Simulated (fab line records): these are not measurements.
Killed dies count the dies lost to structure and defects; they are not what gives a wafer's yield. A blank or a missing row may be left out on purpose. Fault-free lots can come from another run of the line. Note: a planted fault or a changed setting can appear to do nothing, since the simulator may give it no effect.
Comparing a struck lot with a sound one + flow n5 finfet + 40 steps out of a route of 1938
Sound: these wafers, L563.1, L563.2, L563.5. Wafers struck: L576.3, L576.5, L576.6. The cause is given at the end.
Order at every step that has rows: each side's tool, ch and its chambers, its first start. Under that, the readings that differ: sound wafers + struck wafers + difference of the means + sigmas: that difference in standard deviations of wafers without a fault.
alike: words and numbers the same on both sides, and readings whose means are apart by under 2 such deviations; not compared: readings that were withheld, readings missing a value for some wafer, numbers with overlapping values and no deviation given by the record, and bounds like >300 which may hide the same value.
Wherever a step has rows on one side only, a row that says differs or no value, or a row with sigmas, the two part there. Numbers that don't overlap but have no deviation are shown without sigmas and don't part them. A reading that every wafer of one side lacks parts them only if that side has two wafers or more.

first, 6 steps without rows for these wafers: N5_BEOL_M0_DEGAS_112 (time 60 s); N5_BEOL_M0_PRE_CLEAN_113 (time 30 s); N5_BEOL_M0_ALD_136 (deposits TaN, pulse time 2 s, purge time 3 s, co reactant purge time 2 s); N5_BEOL_M0_SURFACE_TREAT_137; N5_BEOL_M0_CVD_115 (deposits Co from CCTBA/H2, time 120 s); N5_BEOL_M0_SPUTTER_116 (material Cu, target thk 4 nm, time 7.37 s).
N5_BEOL_M0_ANNEAL_117: time 60 s.
  struck on pvd sputter-03, day 11 10:26; sound on pvd sputter-02, day 7 23:43
  alike: heater power w, susceptor temp C
then, 4 steps without rows for these wafers: N5_BEOL_M0_SPUTTER_132 (material Cu, target thk 4 nm, time 7.37 s); N5_BEOL_M0_ANNEAL_133 (time 60 s); N5_BEOL_M0_SPUTTER_134 (material Cu, target thk 4 nm, time 7.37 s); N5_BEOL_M0_ANNEAL_135 (time 60 s).
N5_BEOL_M0_SPUTTER_141: material Cu, target thk 4 nm, time 7.37 s.
  struck on pvd sputter-03, day 11 10:43; sound on pvd sputter-02, day 7 23:59
  alike: chuck sensor temp C, susceptor temp C, throttle valve pct
N5_BEOL_M0_ECD_118: material Cu, target thk 300 nm.
  sound on ecd cu-02 ch 0,1, day 8 00:07; struck on ecd cu-01 ch 0,1, day 11 10:51
then, 1 step without rows for these wafers: N5_BEOL_M0_ANNEAL_119 (time 90 s).
N5_BEOL_M0_CMP_120: polishes, stops on SiOC, t overpolish 6.9 s.
  sound on cmp-01 ch 1,3, day 8 00:29; struck on cmp-02 ch 0,1,2, day 11 11:19
| reading                      | sound          | struck         | difference | sigmas |
|------------------------------|----------------|----------------|------------|--------|
| barrier field endpoint s (s) | 3.79 3.91 3.82 | 3.41 3.35 3.43 | -0.44      | -2     |
  alike: motor current A, overpolish run s, slurry filter dp kPa, time to endpoint s
then, 4 steps without rows for these wafers: N5_BEOL_M0_PRE_CLEAN_131 (time 15 s); N5_BEOL_M0_CO_CAP_123 (material Co, precursor CCTBA/H2, target thk 2 nm, time 102.1 s); N5_BEOL_M0_PRE_CLEAN_124 (time 15 s); N5_BEOL_M0_DEP_125 (deposits SiCN from 3MS/NH3, target thk 8 nm, time 14 s).
N5_BEOL_M0_RS_MEAS_126: measures by four-point-probe.
  struck on film metro-02, day 11 11:48; sound on film metro-01, day 8 01:02
  alike: M0_RS
then, 1 step without rows for these wafers: N5_BEOL_M1_ILD_DEP_00 (deposits SiOC from DEMS/O2, target thk 79 nm, time 15.3 s).
N5_BEOL_M1_THK_MEAS_01:
  struck on film metro-02, day 11 11:56; sound on film metro-01, day 8 01:10
  alike: M1_ILD_THK
then, 1 step without rows for these wafers: N5_BEOL_M1_PECVD_72 (deposits SiO2 from TEOS/O2, target thk 16 nm, time 18 s).
N5_BEOL_M1_HM_DEP_02: deposits TiN, target thk 20 nm.
  struck on pvd sputter-03, day 11 15:10; sound on pvd sputter-01, day 8 03:41
  alike: susceptor temp C, throttle valve pct
then, 9 steps without rows for these wafers: N5_BEOL_M1_COAT_61 (time 60 s, resist thk 60 nm); N5_BEOL_M1_COAT_62 (time 60 s, resist thk 12 nm); N5_BEOL_M1_COAT_73 (time 60 s, resist thk 5 nm); N5_BEOL_M1_COAT_05 (resist thk 30 nm); N5_BEOL_M1_EBR_07; N5_BEOL_M1_SOFTBAKE_06 (time 60 s); N5_BEOL_M1_EXPOSE_08 (exposes mask M1); N5_BEOL_M1_PEB_09 (peb time 60 s); N5_BEOL_M1_DEVELOP_10 (develop time 30 s).
N5_BEOL_M1_CD_MEAS_11 targets a cd of 17.05 nm.
  sound on cd sem-01 ch 0, day 8 05:07; struck on cd sem-03 ch 0, day 11 15:48
  alike: cd nm
N5_BEOL_M1_OVL_MEAS_12:
  sound on overlay-01 ch 0, day 8 05:09; struck on overlay-01 ch 0, day 11 15:50
  alike: M1_OVL
then, 3 steps without rows for these wafers: N5_BEOL_M1_DESCUM_16 (chemistry O2, time 7 s); N5_BEOL_M1_ETCH_74 (etches underlayer in N2/H2, target depth 6.5 nm, time 5.2 s); N5_BEOL_M1_ETCH_63 (etches SiARC in CF4, target depth 15.6 nm, time 26 s).
N5_BEOL_M1_ETCH_64: etches SOC in N2/H2, target depth 75 nm, overetch 15 nm, time 112.5 s.
  sound on rie diel-02 ch 0,1,3, day 8 05:24; struck on rie diel-01 ch 0,1, day 11 16:04
  alike: drypump motor current A, oes product au, rf vpp V, showerhead plenum p Torr, throttle valve pct
  not compared: rf hours counter h
-- record jumps: 7 days separate the struck wafers' starts on either side; left off in module BEOL_M1, taken up again in module PASSIVATION, whose first shown step is the route's number 1936 --
N5_PASSIVATION_PROBE_49:
  only the struck wafers here have rows in the record (prober-02, day 18 10:18); the sound ones have none

WHERE THEY PART
First at N5_BEOL_M0_CMP_120; last, within this record, at N5_PASSIVATION_PROBE_49.

WHY: what had been put in by the simulator
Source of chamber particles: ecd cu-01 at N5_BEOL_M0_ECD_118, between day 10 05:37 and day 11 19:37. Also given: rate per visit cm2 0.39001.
